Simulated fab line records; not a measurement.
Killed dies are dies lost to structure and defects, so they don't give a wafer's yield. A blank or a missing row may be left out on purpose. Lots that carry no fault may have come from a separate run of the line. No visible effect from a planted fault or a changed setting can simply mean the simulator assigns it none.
fab line records	flow n5_finfet
record: lots: 3	wafers: 8	last_day: 18
route steps=1938 shown BEOL_M4@1059 PASSIVATION@1936
lots untouched by any fault: they come from a run of this same line in which no faults occurred
start_h: the number of hours between the record's first day and the start of the first shown wafer of the lot	wait_h: hours from the lot's prior step to this one	" the same as in the row above	L1.1+2: a single row standing in for several wafers	- no value, or no start was given	* or withheld: withheld	< > ~ a bound
route shown NAME@n: NAME is a module with steps in the file, n the number in the route of the first one	usual: average and standard deviation across the fault-free wafers	same: alike in all rows	chamber/n: place in a boat	sites: each site's reading	_std_site: how widely they spread, as a standard deviation	_edge_site: mean of outer sites minus mean of inner sites	radius_mm: how far each site lies from the wafer's centre	mask NAME#n: copy n	behind: the most recent tool/chamber to have shaped the wafer	hold: why the lot was held/for how many hours/how that ended	device: names the non-switching transistor (n, p or np)	end of line: tests of these same wafers at the route's end	a step without rows: its recipe alone	killed: dies lost to structure and defects at the first sort, not the wafer's yield	map: dies across one wafer; x = killed, . = not, _ = none there
set.NAME: the setting as run; set.NAME@STEP: as run at that earlier step	model.NAME: the simulator's own value behind a step, which no gauge read
certain route steps with their lots: each step a table, each wafer a row
services: when a tool's chamber went out of use (start_h, in hours from the record's first day, below 0 if earlier), for how many hours, and the reason
== steps ==
step: N5_BEOL_M4_DESCUM_33
recipe: chemistry: O2	time_s: 7	source_power_w: 50	bias_power_w: 20	pressure_mtorr: 20	rf_frequency_hz: 2.712e+07	temp_c: 40	resist: CAR-EUV	o2_flow_sccm: 225
step: N5_BEOL_M4_ETCH_77
recipe: chemistry: N2/H2	target: underlayer	target_depth_a: 65	mask_material: CAR-EUV	time_s: 5.2	ion_energy_ev: 200	pressure_mtorr: 30	source_w: 840	bias_w: 150	n2_flow_sccm: 200	h2_flow_sccm: 200	ends: cleared
step: N5_BEOL_M4_ETCH_69
recipe: chemistry: CF4	target: SiARC	target_depth_a: 156	mask_material: CAR-EUV	time_s: 26	ion_energy_ev: 80	pressure_mtorr: 40	source_w: 545	bias_w: 36	Ar_flow_sccm: 100	cf4_flow_sccm: 100	ends: cleared
step: N5_BEOL_M4_ALD_98
recipe: material: SiO2	target_thk_a: 25	temp_c: 100	ald_precursor_family: BDEAS	ald_co_reactant: O2-plasma	pulse_time_s: 1	co_reactant_pulse_time_s: 1	purge_time_s: 2	co_reactant_purge_time_s: 2	ald_cycles: 17	pressure_torr: 2
step: N5_BEOL_M4_ETCHBACK_99
recipe: chemistry: CHF3	target: SiO2	target_depth_a: 50	time_s: 10.4	source_w: 215	bias_w: 47	Ar_flow_sccm: 200	CHF3_flow_sccm: 12	ion_energy_ev: 100	pressure_mtorr: 30
step: N5_BEOL_M4_ETCH_70
recipe: chemistry: N2/H2	target: SOC	target_depth_a: 800	overetch_a: 240	mask_material: SiARC	temp_c: 40	time_s: 130	ion_energy_ev: 200	pressure_mtorr: 30	source_w: 840	bias_w: 150	n2_flow_sccm: 200	h2_flow_sccm: 200
step: N5_BEOL_M4_STRIP_71
recipe: chemistry: N2/H2	temp_c: 40	n2_flow_sccm: 200	h2_flow_sccm: 200	rf_frequency_hz: 6e+07
step: N5_BEOL_M4_STRIP_78
recipe: chemistry: N2/H2	temp_c: 40	n2_flow_sccm: 200	h2_flow_sccm: 200	rf_frequency_hz: 6e+07
step: N5_BEOL_M4_VIA_ETCH_34
recipe: chemistry: C4F6/O2	target_depth_a: 694	mask_material: SOC	pressure_mtorr: 15	ion_energy_ev: 250	taper_deg: 4	time_s: 65.9	source_w: 350	bias_w: 170	Ar_flow_sccm: 300	C4F6_flow_sccm: 10	O2_flow_sccm: 10
step: N5_BEOL_M4_STRIP_83
recipe: chemistry: C4F6/O2	resist: SiARC	rf_frequency_hz: 6e+07
step: N5_BEOL_M4_STRIP_36
recipe: chemistry: N2/H2	power_w: 450	temp_c: 40	pressure_mtorr: 20	rf_frequency_hz: 6e+07	overash_fraction: 0.3	bias_power_w: 7	h2_frac: 0.5	n2_flow_sccm: 200	h2_flow_sccm: 200
step: N5_BEOL_M4_TRENCH_ETCH_37
recipe: chemistry: C4F6/O2	target_depth_a: 555.55	target: SiOC	time_s: 29.2	ion_energy_ev: 250	pressure_mtorr: 30	source_w: 355	bias_w: 185	Ar_flow_sccm: 300	C4F6_flow_sccm: 10	O2_flow_sccm: 10
usual: drypump_motor_current_A: 5.9/0.41	mfc_ar_sccm: 300.1/0.89	oes_product_au: 0.79/0.078	rf_vpp_V: 676/12	showerhead_plenum_p_Torr: 2.88/0.12	throttle_valve_pct: 20.89/0.22
lot.wafer	tool	chamber	start_h	wait_h	drypump_motor_current_A	mfc_ar_sccm	oes_product_au	rf_hours_counter_h	rf_vpp_V	showerhead_plenum_p_Torr	throttle_valve_pct	model.BEOL_M4.feature_depth_nm	model.etch.depth_nm	model.TiN_of_BEOL_M4_HM_DEP_02.thk_nm
L182.1	rie_diel-02	0	194.51	-	6.4	299.3	0.71	192	687	2.72	21.04	55	54.96	17.8
L182.5	"	0	"	"	6.4	299.9	0.72	-	687	2.72	21.04	55.8	55.79	17.8
L182.6	"	1	"	"	6.2	300.4	0.90	-	675	3.02	20.59	55.4	55.41	17.6
L187.1	rie_diel-02	0	289.69	-	6.3	300.8	0.52	228	686	2.71	21.03	32.8	32.8	18.8
L187.3	"	1	"	"	6.2	299.6	0.84	51	674	3.01	20.64	55	54.97	17.6
L195.1	rie_diel-04	3	315.45	-	5.3	299.2	0.83	72	655	2.77	20.59	57	56.96	17.6
L195.4	"	2	"	"	6.3	299.3	0.69	244	670	2.69	21.32	55	55	17.6
L195.5	"	0	"	"	6.2	300.7	0.87	-	673	2.77	20.56	57.2	57.15	17.6
step: N5_BEOL_M4_ETCH_41
recipe: chemistry: CH3F/O2	target: SiCN	target_depth_a: 299	taper_deg: 2	time_s: 52.5	ion_energy_ev: 120	mask_material: TiN	pressure_mtorr: 30	source_w: 395	bias_w: 75	Ar_flow_sccm: 150	CH3F_flow_sccm: 30	O2_flow_sccm: 20
step: N5_BEOL_M4_STRIP_97
recipe: chemistry: N2/H2	time_s: 10	power_w: 450	temp_c: 40	pressure_mtorr: 20	rf_frequency_hz: 6e+07	bias_power_w: 7	n2_flow_sccm: 200	h2_flow_sccm: 200
step: N5_BEOL_M4_OCD_MEAS_38
usual: trench_depth_nm: 55.5/1.3
lot.wafer	tool	chamber	start_h	wait_h	trench_depth_nm
L182.1	ocd-01	-	194.67	-	54.8
L182.5	"	-	"	"	55.9
L182.6	"	-	"	"	55.2
L187.1	ocd-01	-	289.85	-	32.7
L187.3	"	-	"	"	54.9
L195.1	ocd-02	-	315.61	-	56.8
L195.4	"	-	"	"	55.1
L195.5	"	-	"	"	57.6
step: N5_BEOL_M4_HM_STRIP_39
recipe: chemistry: peroxide_tin_strip	material: TiN	target_depth_a: 250	temp_c: 50	time_s: 158
step: N5_BEOL_M4_SRD_40
recipe: time_s: 30	temp_c: 23	rinse_liquid: diw	dry: ipa_marangoni
step: N5_BEOL_M4_PRECLEAN_42
recipe: chemistry: residue_remover	time_s: 60	temp_c: 40
step: N5_BEOL_M4_SRD_43
recipe: time_s: 30	temp_c: 23	rinse_liquid: diw	dry: ipa_marangoni
step: N5_BEOL_M4_DEGAS_44
recipe: ambient: vacuum	temp_c: 250	time_s: 60
step: N5_BEOL_M4_PRE_CLEAN_45
recipe: gas: H2/He	time_s: 30	temp_c: 250
step: N5_BEOL_M4_ALD_84
recipe: material: TaN	target_thk_a: *	temp_c: 275	ald_precursor_family: PDMAT	ald_co_reactant: NH3	pressure_torr: 3	carrier_flow_sccm: 1500	pulse_time_s: 2	purge_time_s: 3	co_reactant_purge_time_s: 2	co_reactant_pulse_time_s: 3	ald_cycles: 30	precursor_vessel_temp_c: 75	precursor_vessel_pressure_torr: 26.25	precursor_vessel_carrier_sccm: 1000
step: N5_BEOL_M4_SURFACE_TREAT_85
recipe: gas: Ar	time_s: *	ion_energy_ev: *	ion_current_ma_cm2: 0.5	pressure_mtorr: *	ar_flow_sccm: 30
step: N5_BEOL_M4_CVD_47
recipe: material: Co	target_thk_a: 30	temp_c: withheld	precursor: CCTBA/H2	pressure_torr: 30	time_s: 223.8
step: N5_BEOL_M4_SPUTTER_48
recipe: material: Cu	target_thk_a: 45	temp_c: -20	chamber_pressure_pa: 0.07	power_w: withheld	time_s: 8.29
step: N5_BEOL_M4_ANNEAL_49
recipe: temp_c: 400	time_s: 240	ambient: vacuum
step: N5_BEOL_M4_SPUTTER_79
recipe: material: Cu	target_thk_a: 45	temp_c: -20	chamber_pressure_pa: 0.07	power_w: withheld	time_s: 8.29
step: N5_BEOL_M4_ANNEAL_80
recipe: temp_c: 400	time_s: 240	ambient: vacuum
step: N5_BEOL_M4_SPUTTER_81
recipe: material: Cu	target_thk_a: 45	temp_c: -20	chamber_pressure_pa: 0.07	power_w: withheld	time_s: 8.29
step: N5_BEOL_M4_ANNEAL_82
recipe: temp_c: 400	time_s: 240	ambient: vacuum
step: N5_BEOL_M4_SPUTTER_86
recipe: material: Cu	target_thk_a: 45	temp_c: -20	chamber_pressure_pa: 0.07	power_w: withheld	time_s: 8.29
step: N5_BEOL_M4_ANNEAL_87
recipe: temp_c: 400	time_s: 240	ambient: vacuum
step: N5_BEOL_M4_SPUTTER_88
recipe: material: Cu	target_thk_a: 45	temp_c: -20	chamber_pressure_pa: 0.07	power_w: withheld	time_s: 8.29
step: N5_BEOL_M4_ANNEAL_89
recipe: temp_c: 400	time_s: 240	ambient: vacuum
step: N5_BEOL_M4_SPUTTER_90
recipe: material: Cu	target_thk_a: 45	temp_c: -20	chamber_pressure_pa: 0.07	power_w: withheld	time_s: 8.29
step: N5_BEOL_M4_ANNEAL_91
recipe: temp_c: 400	time_s: 240	ambient: vacuum
step: N5_BEOL_M4_SPUTTER_92
recipe: material: Cu	target_thk_a: 45	temp_c: -20	chamber_pressure_pa: 0.07	power_w: withheld	time_s: 8.29
step: N5_BEOL_M4_ANNEAL_93
recipe: temp_c: 400	time_s: 240	ambient: vacuum
step: N5_BEOL_M4_SPUTTER_94
recipe: material: Cu	target_thk_a: 45	temp_c: -20	chamber_pressure_pa: 0.07	power_w: withheld	time_s: 8.29
step: N5_BEOL_M4_ANNEAL_95
recipe: temp_c: 400	time_s: 240	ambient: vacuum
step: N5_BEOL_M4_CMP_52
recipe: stop_on: SiOC	t_overpolish_s: 6.8	down_force_psi: 1	platen_rpm: 50	clearing_platen_down_force_psi: 1.5	clearing_platen_rpm: 50	post_cmp_clean: cu_alkaline	target_thk_nm: 40	clearing_platen_pad_velocity_m_s: 0.99484	pad_velocity_m_s: 0.99484
usual: motor_current_A: 6.0/0.66	pad_life_wafers: 877/570
lot.wafer	tool	chamber	start_h	wait_h	motor_current_A	pad_life_wafers	model.Cu_of_BEOL_M4_ECD_50.thk_nm
L182.1	cmp-03	1	197.66	0.3	6.7	1446	39.4
L182.5	"	1	"	"	6.6	-	39.8
L182.6	"	2	"	"	6.7	-	40.2
L187.1	cmp-04	2	294.83	0.3	7.3	192	18.6
L187.3	"	3	"	"	5.5	193	39.8
L195.1	cmp-02	1	320.33	0.3	5.2	578	41.6
L195.4	"	2	"	"	6.1	579	39.2
L195.5	"	3	"	"	6.9	-	40.4
step: N5_BEOL_M4_THK_MEAS_53
recipe: thk_meas_gauge: xrf	reads: Cu_of_BEOL_M4_ECD_50
usual: M4_THK: 40.1/1.7
lot.wafer	tool	chamber	start_h	wait_h	M4_THK[nm]
L182.1	film_metro-02	-	197.96	-	39.3
L182.5	"	-	"	"	39.7
L182.6	"	-	"	"	40.3
L187.1	film_metro-01	-	295.12	-	18.4
L187.3	"	-	"	"	39.5
L195.1	film_metro-02	-	320.55	-	42.2
L195.4	"	-	"	"	39.7
L195.5	"	-	"	"	40.8
step: N5_BEOL_M4_RS_MEAS_58
recipe: thk_meas_gauge: four-point-probe	reads: Co_of_BEOL_M4_CO_CAP_55+Cu_of_BEOL_M4_ECD_50+Co_of_BEOL_M4_CVD_47+TaN_of_BEOL_M4_ALD_84
usual: M4_RS: 0.67/0.036
lot.wafer	tool	chamber	start_h	wait_h	M4_RS[ohm/sq]
L182.1	film_metro-01	-	198.22	0.0	0.68
L182.5	"	-	"	"	0.67
L182.6	"	-	"	"	0.66
L187.1	film_metro-02	-	295.41	0.0	1.88
L187.3	"	-	"	"	0.67
L195.1	film_metro-01	-	320.81	0.0	0.64
L195.4	"	-	"	"	0.68
L195.5	"	-	"	"	0.66
step: N5_BEOL_M4_RC_MEAS_101
usual: DIBL_N: 36.3/1.9	DIBL_P: 36.0/2.1	IOFF_N: 0.16/0.031	IOFF_P: 0.21/0.035	ION_N: 675/14	ION_P: 464/8.5	SERP_M4: 192/17	SERP_M4_max_site: 205/18	SS_N: 71.5/0.6	SS_P: 73.3/0.72	VT_N: 250/3.2	VT_P: -250/3.1
lot.wafer	tool	chamber	start_h	wait_h	DIBL_N[mV/V]	DIBL_P[mV/V]	IOFF_N[nA/um]	IOFF_P[nA/um]	ION_N[uA/um]	ION_P[uA/um]	SERP_M4[ohm/um]	SERP_M4_max_site[ohm/um]	SS_N[mV/dec]	SS_P[mV/dec]	VT_N[mV]	VT_P[mV]
L182.1	prober-02	0	198.27	0.0	38.9	37.7	0.18	0.23	687	463	197	206	71.9	73.9	248	-250
L182.5	"	0	"	"	38.9	38.4	0.19	0.24	706	476	189	200	71.7	74.3	250	-250
L182.6	"	0	"	"	37.5	36.1	0.18	0.20	678	467	199	216	71.7	73.4	248	-249
L187.1	prober-01	0	295.46	0.0	37.8	35.8	0.18	0.22	679	465	474	505	70.9	72.6	251	-249
L187.3	"	0	"	"	34.0	32.2	0.12	0.18	685	467	203	212	70.2	72.3	255	-248
L195.1	prober-01	0	320.86	0.0	35.8	37.3	0.17	0.23	676	462	210	221	71.7	73.7	249	-248
L195.4	"	0	"	"	35.9	37.6	0.17	0.23	662	460	188	200	71.7	74.1	251	-249
L195.5	"	0	"	"	36.2	36.0	0.17	0.21	665	456	186	200	72.4	73.4	251	-252
sites SERP_M4 radius_mm=0,75,75,75,75,140,140,140,140
L182.1 206 199 196 202 202 189 187 197 188
L187.1 497 505 487 481 474 455 464 467 467
L195.1 221 210 213 212 215 191 190 194 197
step: N5_PASSIVATION_PROBE_49
usual: defect_limited_yield: 91.0/1.5	killed_at_M0_to_M3: 32/9.6	killed_at_M4_up: 13/4.7	killed_at_contacts: 13/7.2	killed_at_front_end: 44/13	killed_at_other: 4/3.4	killed_dies: 106/18	killed_on_rim: 14/4.2	killed_open: 70/13	killed_short: 35/8	sort_bin_5_function: 5.3/0.97	sort_bin_6_memory: 3.4/0.73	sort_bin_8_speed: 0.00/0.036	sort_n_pass: 1074/18
same: gross_dies: 1180	killed_at_back_side: 0	sort_bin_4_leakage[%]: 0
lot.wafer	tool	chamber	start_h	wait_h	defect_limited_yield[%]	killed_at_M0_to_M3	killed_at_M4_up	killed_at_contacts	killed_at_front_end	killed_at_other	killed_dies	killed_on_rim	killed_open	killed_short	sort_bin_5_function[%]	sort_bin_6_memory[%]	sort_bin_8_speed[%]	sort_n_pass
L182.1	prober-02	-	279.56	0.0	90.3	29	11	29	44	2	115	16	73	42	5.8	3.5	0	1065
L182.5	prober-02	-	279.76	0.2	91.9	27	7	21	27	13	95	13	64	31	4.8	2.9	0	1085
L182.6	prober-02	-	279.81	0.3	90.2	29	9	21	50	7	116	17	69	47	5.8	3.6	0	1064
L187.1	prober-01	-	402.40	0.0	56.8	44	397	5	63	1	510	51	82	40	6.2	3.9	32.63	670
L187.3	prober-01	-	402.50	0.1	86.1	53	16	18	73	4	164	27	104	58	7.8	5.6	0	1016
L195.1	prober-01	-	432.84	0.1	90.5	29	16	22	43	2	112	11	73	38	5.9	3.3	0	1068
L195.4	prober-01	-	432.99	0.3	92.5	28	17	15	28	0	88	12	60	25	4.2	3.2	0	1092
L195.5	prober-01	-	433.04	0.3	91.2	33	17	15	38	1	104	20	65	37	5.2	3.1	0	1076
killed by level:class
L182.1 MOL_CONTACT_COAG:geometric_particle:open=19 FIN_SAQP:geometric_particle:open=13 MOL_CONTACT_COAG:geometric_particle:short=10 FIN_SAQP:geometric_particle:short=9 BEOL_M4:geometric_particle:open=7 STI_FIN_REVEAL:geometric_particle:open=6 BEOL_M0_SAQP:geometric_particle:short=6 BEOL_M1:geometric_particle:open=6
L182.5 MOL_CONTACT_COAG:geometric_particle:open=16 DUMMY_GATE:geometric_particle:open=8 BEOL_M2:geometric_particle:open=8 MOL_CONTACT_COAG:geometric_particle:short=5 BEOL_M1:geometric_particle:open=5 FIN_SAQP:geometric_particle:open=4 STI_FIN_REVEAL:geometric_particle:open=4 BEOL_M0_SAQP:geometric_particle:open=4
L182.6 MOL_CONTACT_COAG:geometric_particle:open=17 FIN_SAQP:geometric_particle:short=15 FIN_SAQP:geometric_particle:open=10 BEOL_M0_SAQP:geometric_particle:short=9 BEOL_M0_SAQP:geometric_particle:open=6 BEOL_M3:geometric_particle:open=6 STI_FIN_REVEAL:geometric_particle:open=5 DUMMY_GATE:geometric_particle:short=4
L187.1 BEOL_M4:area_ecd=385 FIN_SAQP:geometric_particle:open=20 BEOL_M0_SAQP:geometric_particle:open=15 STI_FIN_REVEAL:geometric_particle:open=12 BEOL_M0_SAQP:geometric_particle:short=12 DUMMY_GATE:geometric_particle:open=7 FIN_SAQP:geometric_particle:short=5 STI_FIN_REVEAL:geometric_particle:short=4
L187.3 FIN_SAQP:geometric_particle:open=19 STI_FIN_REVEAL:geometric_particle:open=18 BEOL_M0_SAQP:geometric_particle:short=17 BEOL_M0_SAQP:geometric_particle:open=13 MOL_CONTACT_COAG:geometric_particle:open=13 FIN_SAQP:geometric_particle:short=10 BEOL_M0:geometric_particle:open=8 GATE_CUT:geometric_particle:short=7
L195.1 MOL_CONTACT_COAG:geometric_particle:open=18 FIN_SAQP:geometric_particle:short=12 BEOL_M4:geometric_particle:open=9 BEOL_M2:geometric_particle:open=7 BEOL_M0_SAQP:geometric_particle:open=6 FIN_SAQP:geometric_particle:open=5 DUMMY_GATE:geometric_particle:open=5 BEOL_M1:geometric_particle:open=5
L195.4 MOL_CONTACT_COAG:geometric_particle:open=14 BEOL_M3:geometric_particle:open=11 FIN_SAQP:geometric_particle:short=10 BEOL_M4:geometric_particle:open=8 BEOL_M0_SAQP:geometric_particle:open=5 BEOL_M2:geometric_particle:open=5 FIN_SAQP:geometric_particle:open=4 STI_FIN_REVEAL:geometric_particle:open=4
L195.5 BEOL_M0_SAQP:geometric_particle:short=12 MOL_CONTACT_COAG:geometric_particle:open=10 FIN_SAQP:geometric_particle:open=9 BEOL_M4:geometric_particle:open=7 FIN_SAQP:geometric_particle:short=6 BEOL_M0_SAQP:geometric_particle:open=6 BEOL_M5:geometric_particle:open=6 DUMMY_GATE:geometric_particle:open=5
map L187.1 (x killed, . not)
_________________.....x.x..xx________________
______________xx......x.x...xx.x_____________
___________xxx..x....x..xx.x.xx....__________
__________...xx.xxx..xx....x.xxxx..x_________
________...x.x..xx.....xxxxx..xx....xx_______
_______xxx..x.xx.........xxxx....x...x.______
______xxx...xx..x.x...x.........x.xx...._____
_____x...x.x.xx......xx.xx.x.x..x.x...xxx____
____.xx..xx..xxx.x.xx.x.x.x..x.....xx..xx.___
___..x..x......x.x...x.xxx.....xx.....xx...__
___.xxxx..xxx.....xxxx...x.xx..xxx....x....__
__...x.x..xxx.xx..xx.x...x.x..x.xxx..x...x.x_
__.x....x..x.xxxx..xxxxxxx..x.....x.xx..x..._
_x...x..x.xx.xxx.xxx.x.xxxxxx..x.xx.xx.xx....
_x.x..x..xx....xx..xx.xx.xxxxx....xxxx......x
_...x..x.x.x.xxx..xxxx.x......x.xxx.x........
_..xxxx..xx.xxx....xx.x...xxx...x.x.xxxx.....
_xx.....x.....x.xxx...xxxxx..xx..xx..x...x.x.
_...xx.x.x.....xx...xx.x..xxx..x.......x.xxxx
_....xx.xx.x..xx.xxxx..xxx.x...xx.xxx.xxx.x..
_x.xxx..x.xxx.xx..xxxx..x.x.xxx......x.xx....
__x...x.x....x.x..xx...x.xxxx..xx.x.x.xx..x._
__..x.....x.x....x.x.x..xxxx..xx..x.xxx..x.._
___xxx.xxxx.x..xx.x.xx....xx.....x.......xx__
___..x..x.x.....x.xx.x..xxx....xxxxxxx.....__
____....xx.xx.xxx...xx..x.xx...x.xx.......___
_____.xx....x......xx.xx.x...x.x..x.x....____
______.xx.xx.xxx....x...x.xx...xxx.xxx.._____
_______xx..xx......xx....x...x..xx.xx..______
________xx...xx...x....x.xxxx.xx..x.x._______
__________..xx..x.xx.x..x.x..x.x...._________
___________....x.x...xxx.x..x.xxxx.__________
______________.x.xx.x....x......_____________
_________________.x..x..xx...________________
map L182.6 (x killed, . not)
_________________............________________
______________x.........x.....x._____________
___________x...................xx..__________
__________.......x......x..........._________
________...........x............x....._______
_______.....x..............xx..........______
______..........................x......._____
_____x............x...x....x..x..........____
____.......x..........x................x..___
___.........x...x............x.............__
___.x.x........x..x........x....x..........__
__............x............x...x..x..xx....._
__.....x.........xx.xx..............xx..x.x._
_......x..............x....x.................
_............................................
_..x.........................................
_.x.x...............................x.......x
_.........x.......x..x..........x...xx..x....
_..x................................x.....x..
_......x.........x.....x...................xx
_.x............x......x.x....................
__x....x....xx.......x.x.x...........x....xx_
__.....................xx..x..x............._
___..x.............x.....xxx...............__
___..x.x....x.......x.....................x__
____x.....x.........................x.....___
_____.........x......x..x.x..........x...____
______.................................._____
_______.................x.......x......______
________.xx.x...................x....._______
__________.x.............x..x......._________
___________........................__________
______________..x...x..........._____________
_________________............________________
== services ==
tool	chamber	start_h	hours	kind
rie_diel-02	3	179.16	26.0	repair
cmp-04	-	179.71	17.3	pm
rie_diel-04	-	181.13	14.6	pm
cmp-02	-	192.55	0.3	repair
cmp-04	-	208.65	19.4	repair
cmp-02	-	234.08	4.0	pm
rie_diel-04	0	253.23	8.6	repair
cmp-03	-	254.31	4.0	pm
cmp-03	-	258.31	-	consumable_replace:conditioner
cmp-03	-	258.31	-	consumable_replace:pad
cmp-04	-	259.59	4.0	pm
cmp-04	-	263.59	-	consumable_replace:conditioner
cmp-04	-	263.59	-	consumable_replace:pad
rie_diel-04	-	273.54	1.3	repair
cmp-02	-	278.02	5.3	pm
cmp-03	-	282.78	8.0	pm
cmp-04	-	286.28	2.3	repair
cmp-03	-	297.70	4.0	repair
cmp-02	-	304.89	2.2	repair
== key ==
first_sign: step: N5_BEOL_M4_TRENCH_ETCH_37	reading: oes_product_au	direction: down	sigmas: 3.4	usual: 0.79	struck: 0.52
effect: step: N5_BEOL_M4_OCD_MEAS_38	reading: trench_depth_nm	direction: down	sigmas: 17	usual: 55.5	struck: 32.7
effect: step: N5_BEOL_M4_THK_MEAS_53	reading: M4_THK	direction: down	sigmas: 13	usual: 40.1	struck: 18.4
effect: step: N5_BEOL_M4_RS_MEAS_58	reading: M4_RS	direction: up	sigmas: 34	usual: 0.67	struck: 1.88
effect: step: N5_BEOL_M4_RC_MEAS_101	reading: SERP_M4	direction: up	sigmas: 17	usual: 192	struck: 474
effect: step: N5_BEOL_M4_RC_MEAS_101	reading: SERP_M4_max_site	direction: up	sigmas: 16	usual: 205	struck: 505
effect: step: N5_PASSIVATION_PROBE_49	reading: sort_bin_8_speed	direction: up	sigmas: 99+	usual: 0.00	struck: 32.63
model_effect: step: N5_BEOL_M4_TRENCH_ETCH_37	value: BEOL_M4.feature_depth_nm	without: 54.8	struck: 32.8
model_effect: step: N5_BEOL_M4_CMP_52	value: Cu_of_BEOL_M4_ECD_50.thk_nm	without: 40.6	struck: 18.6
more_kills_born_at: N5_BEOL_M4_ECD_50@ecd_cu-01: 385
met_at N5_BEOL_M4_TRENCH_ETCH_37
struck_wafers L187.1
onset_between 194.51 289.69
fault: kind: process_parameter_drift	tool: rie_diel-02	chamber: -	onset_h: 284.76	steps: N5_BEOL_M4_TRENCH_ETCH_37	channel: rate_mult	offset: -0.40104	shape: step	end_h: 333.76	scope: struck_wafers_only
